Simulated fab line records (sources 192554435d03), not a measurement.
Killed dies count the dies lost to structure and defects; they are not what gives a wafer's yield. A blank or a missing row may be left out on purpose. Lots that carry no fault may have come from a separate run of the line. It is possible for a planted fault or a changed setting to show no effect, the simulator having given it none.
Split-lot trial / flow n5 finfet / 39 wafers read from 7 lots, route of 1938 steps

THE SPLIT ITSELF
At N5_DUMMY_GATE_ETCH_31 (etches SiO2 in C4F6/O2, target depth 82.5 nm, time 27.5 s), the setting target depth a was moved away from the recipe's 825 angstrom on 12 of the 39 wafers read, by -55.9% to +58.9%. The other wafers ran this setting at the recipe's value.

The split's own step is where the reading is taken.

THE READING
SOC_of_DUMMY_GATE_COAT_34.thk nm (the simulator's own value, which no gauge read), in nm, at N5_DUMMY_GATE_ETCH_31 (etches SiO2 in C4F6/O2, target depth 82.5 nm, time 27.5 s). The file gives no usual value for it. The 27 wafers here that ran the recipe average 51.7 nm, standard deviation 0.26 nm.

wafer=L074.1; tool, chamber at the split=rie diel-01, 1; target depth a as run, angstrom=825; against the recipe=recipe; SOC_of_DUMMY_GATE_COAT_34.thk nm, nm=51.6; against lot-mates on the recipe=-
wafer=L074.2; tool, chamber at the split=rie diel-01, 2; target depth a as run, angstrom=825; against the recipe=recipe; SOC_of_DUMMY_GATE_COAT_34.thk nm, nm=51.8; against lot-mates on the recipe=-
wafer=L074.3; tool, chamber at the split=rie diel-01, 3; target depth a as run, angstrom=825; against the recipe=recipe; SOC_of_DUMMY_GATE_COAT_34.thk nm, nm=51.2; against lot-mates on the recipe=-
wafer=L074.4; tool, chamber at the split=rie diel-01, 0; target depth a as run, angstrom=1154; against the recipe=+39.9%; SOC_of_DUMMY_GATE_COAT_34.thk nm, nm=48.8; against lot-mates on the recipe=-2.7
wafer=L074.5; tool, chamber at the split=rie diel-01, 2; target depth a as run, angstrom=1154; against the recipe=+39.9%; SOC_of_DUMMY_GATE_COAT_34.thk nm, nm=48.6; against lot-mates on the recipe=-2.9
wafer=L074.6; tool, chamber at the split=rie diel-01, 1; target depth a as run, angstrom=1154; against the recipe=+39.9%; SOC_of_DUMMY_GATE_COAT_34.thk nm, nm=48.4; against lot-mates on the recipe=-3.1
wafer=L078.1; tool, chamber at the split=rie diel-03, 2; target depth a as run, angstrom=825; against the recipe=recipe; SOC_of_DUMMY_GATE_COAT_34.thk nm, nm=52; against lot-mates on the recipe=-
wafer=L078.2; tool, chamber at the split=rie diel-03, 0; target depth a as run, angstrom=825; against the recipe=recipe; SOC_of_DUMMY_GATE_COAT_34.thk nm, nm=51.6; against lot-mates on the recipe=-
wafer=L078.3; tool, chamber at the split=rie diel-03, 3; target depth a as run, angstrom=825; against the recipe=recipe; SOC_of_DUMMY_GATE_COAT_34.thk nm, nm=51.4; against lot-mates on the recipe=-
wafer=L078.4; tool, chamber at the split=rie diel-03, 1; target depth a as run, angstrom=825; against the recipe=recipe; SOC_of_DUMMY_GATE_COAT_34.thk nm, nm=52; against lot-mates on the recipe=-
wafer=L078.5; tool, chamber at the split=rie diel-03, 0; target depth a as run, angstrom=825; against the recipe=recipe; SOC_of_DUMMY_GATE_COAT_34.thk nm, nm=51.6; against lot-mates on the recipe=-
wafer=L078.6; tool, chamber at the split=rie diel-03, 3; target depth a as run, angstrom=825; against the recipe=recipe; SOC_of_DUMMY_GATE_COAT_34.thk nm, nm=51.6; against lot-mates on the recipe=-
wafer=L090.1; tool, chamber at the split=rie diel-01, 3; target depth a as run, angstrom=1153; against the recipe=+39.8%; SOC_of_DUMMY_GATE_COAT_34.thk nm, nm=48; against lot-mates on the recipe=-3.9
wafer=L090.2; tool, chamber at the split=rie diel-01, 2; target depth a as run, angstrom=1153; against the recipe=+39.8%; SOC_of_DUMMY_GATE_COAT_34.thk nm, nm=48.6; against lot-mates on the recipe=-3.3
wafer=L090.3; tool, chamber at the split=rie diel-01, 1; target depth a as run, angstrom=1153; against the recipe=+39.8%; SOC_of_DUMMY_GATE_COAT_34.thk nm, nm=48.6; against lot-mates on the recipe=-3.3
wafer=L090.4; tool, chamber at the split=rie diel-01, 0; target depth a as run, angstrom=825; against the recipe=recipe; SOC_of_DUMMY_GATE_COAT_34.thk nm, nm=52; against lot-mates on the recipe=-
wafer=L090.5; tool, chamber at the split=rie diel-01, 0; target depth a as run, angstrom=825; against the recipe=recipe; SOC_of_DUMMY_GATE_COAT_34.thk nm, nm=52; against lot-mates on the recipe=-
wafer=L090.6; tool, chamber at the split=rie diel-01, 1; target depth a as run, angstrom=825; against the recipe=recipe; SOC_of_DUMMY_GATE_COAT_34.thk nm, nm=51.8; against lot-mates on the recipe=-
wafer=L091.1; tool, chamber at the split=rie diel-04, 0; target depth a as run, angstrom=825; against the recipe=recipe; SOC_of_DUMMY_GATE_COAT_34.thk nm, nm=52; against lot-mates on the recipe=-
wafer=L091.2; tool, chamber at the split=rie diel-04, 2; target depth a as run, angstrom=363.5; against the recipe=-55.9%; SOC_of_DUMMY_GATE_COAT_34.thk nm, nm=56.6; against lot-mates on the recipe=+4.5
wafer=L091.3; tool, chamber at the split=rie diel-04, 3; target depth a as run, angstrom=825; against the recipe=recipe; SOC_of_DUMMY_GATE_COAT_34.thk nm, nm=52.2; against lot-mates on the recipe=-
wafer=L091.4; tool, chamber at the split=rie diel-04, 1; target depth a as run, angstrom=825; against the recipe=recipe; SOC_of_DUMMY_GATE_COAT_34.thk nm, nm=52; against lot-mates on the recipe=-
wafer=L091.5; tool, chamber at the split=rie diel-04, 3; target depth a as run, angstrom=363.5; against the recipe=-55.9%; SOC_of_DUMMY_GATE_COAT_34.thk nm, nm=56.6; against lot-mates on the recipe=+4.5
wafer=L091.6; tool, chamber at the split=rie diel-04, 0; target depth a as run, angstrom=363.5; against the recipe=-55.9%; SOC_of_DUMMY_GATE_COAT_34.thk nm, nm=56.6; against lot-mates on the recipe=+4.5
wafer=L094.2; tool, chamber at the split=rie diel-04, 1; target depth a as run, angstrom=825; against the recipe=recipe; SOC_of_DUMMY_GATE_COAT_34.thk nm, nm=51.4; against lot-mates on the recipe=-
wafer=L094.4; tool, chamber at the split=rie diel-04, 0; target depth a as run, angstrom=825; against the recipe=recipe; SOC_of_DUMMY_GATE_COAT_34.thk nm, nm=51.6; against lot-mates on the recipe=-
wafer=L094.6; tool, chamber at the split=rie diel-04, 0; target depth a as run, angstrom=825; against the recipe=recipe; SOC_of_DUMMY_GATE_COAT_34.thk nm, nm=51.4; against lot-mates on the recipe=-
wafer=L095.1; tool, chamber at the split=rie diel-03, 3; target depth a as run, angstrom=825; against the recipe=recipe; SOC_of_DUMMY_GATE_COAT_34.thk nm, nm=51.6; against lot-mates on the recipe=-
wafer=L095.2; tool, chamber at the split=rie diel-03, 1; target depth a as run, angstrom=825; against the recipe=recipe; SOC_of_DUMMY_GATE_COAT_34.thk nm, nm=52; against lot-mates on the recipe=-
wafer=L095.3; tool, chamber at the split=rie diel-03, 2; target depth a as run, angstrom=825; against the recipe=recipe; SOC_of_DUMMY_GATE_COAT_34.thk nm, nm=52; against lot-mates on the recipe=-
wafer=L095.4; tool, chamber at the split=rie diel-03, 0; target depth a as run, angstrom=825; against the recipe=recipe; SOC_of_DUMMY_GATE_COAT_34.thk nm, nm=51.8; against lot-mates on the recipe=-
wafer=L095.5; tool, chamber at the split=rie diel-03, 0; target depth a as run, angstrom=825; against the recipe=recipe; SOC_of_DUMMY_GATE_COAT_34.thk nm, nm=51.8; against lot-mates on the recipe=-
wafer=L095.6; tool, chamber at the split=rie diel-03, 1; target depth a as run, angstrom=825; against the recipe=recipe; SOC_of_DUMMY_GATE_COAT_34.thk nm, nm=51.8; against lot-mates on the recipe=-
wafer=L097.1; tool, chamber at the split=rie diel-03, 3; target depth a as run, angstrom=825; against the recipe=recipe; SOC_of_DUMMY_GATE_COAT_34.thk nm, nm=51.2; against lot-mates on the recipe=-
wafer=L097.2; tool, chamber at the split=rie diel-03, 2; target depth a as run, angstrom=1311; against the recipe=+58.9%; SOC_of_DUMMY_GATE_COAT_34.thk nm, nm=47; against lot-mates on the recipe=-4.5
wafer=L097.3; tool, chamber at the split=rie diel-03, 0; target depth a as run, angstrom=1311; against the recipe=+58.9%; SOC_of_DUMMY_GATE_COAT_34.thk nm, nm=46.2; against lot-mates on the recipe=-5.3
wafer=L097.4; tool, chamber at the split=rie diel-03, 1; target depth a as run, angstrom=825; against the recipe=recipe; SOC_of_DUMMY_GATE_COAT_34.thk nm, nm=51.6; against lot-mates on the recipe=-
wafer=L097.5; tool, chamber at the split=rie diel-03, 2; target depth a as run, angstrom=1311; against the recipe=+58.9%; SOC_of_DUMMY_GATE_COAT_34.thk nm, nm=47; against lot-mates on the recipe=-4.5
wafer=L097.6; tool, chamber at the split=rie diel-03, 3; target depth a as run, angstrom=825; against the recipe=recipe; SOC_of_DUMMY_GATE_COAT_34.thk nm, nm=51.6; against lot-mates on the recipe=-

FIT RESULTS
A straight line over all 39 wafers: SOC_of_DUMMY_GATE_COAT_34.thk nm changes by -0.0846 nm for each +1% of target depth a; r = -0.99; the points scatter about the line by 0.28 nm.
The same after taking each lot's own level away (the mean of its wafers on the recipe; 39 wafers): -0.0809 nm for each +1%; r = -0.99; scatter 0.24 nm.
On that fit, the largest move of target depth a shifts the reading by 4.8 nm.
From 51.47 to 52.07 nm: that is the span of the lots' own levels, equal to 2.3 times the standard deviation above.
Hence the lot-to-lot level has little effect on the slope; both slopes agree.
Check: -4.8 nm against its lot-mates is what the line predicts for one of the wafers moved furthest among these (+58.9%) when that wafer is left out of the fit. It came out at -4.47 nm against them.

THE WHOLE CHAIN: every reading that the file lists as answering this split, in the file's order
step=N5_DUMMY_GATE_ETCH_31; what it does=etches SiO2 in C4F6/O2, target depth 82.5 nm, time 27.5 s; reading=etch.depth nm (the simulator's own value, which no gauge read); change (the file's fit)=+0.803 nm for each +1% of the setting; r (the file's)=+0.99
step=N5_DUMMY_GATE_ETCH_31; what it does=etches SiO2 in C4F6/O2, target depth 82.5 nm, time 27.5 s; reading=SOC_of_DUMMY_GATE_COAT_34.thk nm (the simulator's own value, which no gauge read); change (the file's fit)=-0.0808 nm for each +1% of the setting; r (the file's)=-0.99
step=N5_DUMMY_GATE_ETCH_44; what it does=etches poly-Si in HBr/O2, stops on SiO2, target depth 127.5 nm; reading=oes product au; change (the file's fit)=not straight: 0.376 at the lowest setting, 0.724 at the recipe, 0.728 at the highest; r (the file's)=not given

FILE'S OWN FIT
SOC_of_DUMMY_GATE_COAT_34.thk nm changes by -0.0808 nm for each +1% of target depth a, r = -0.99.
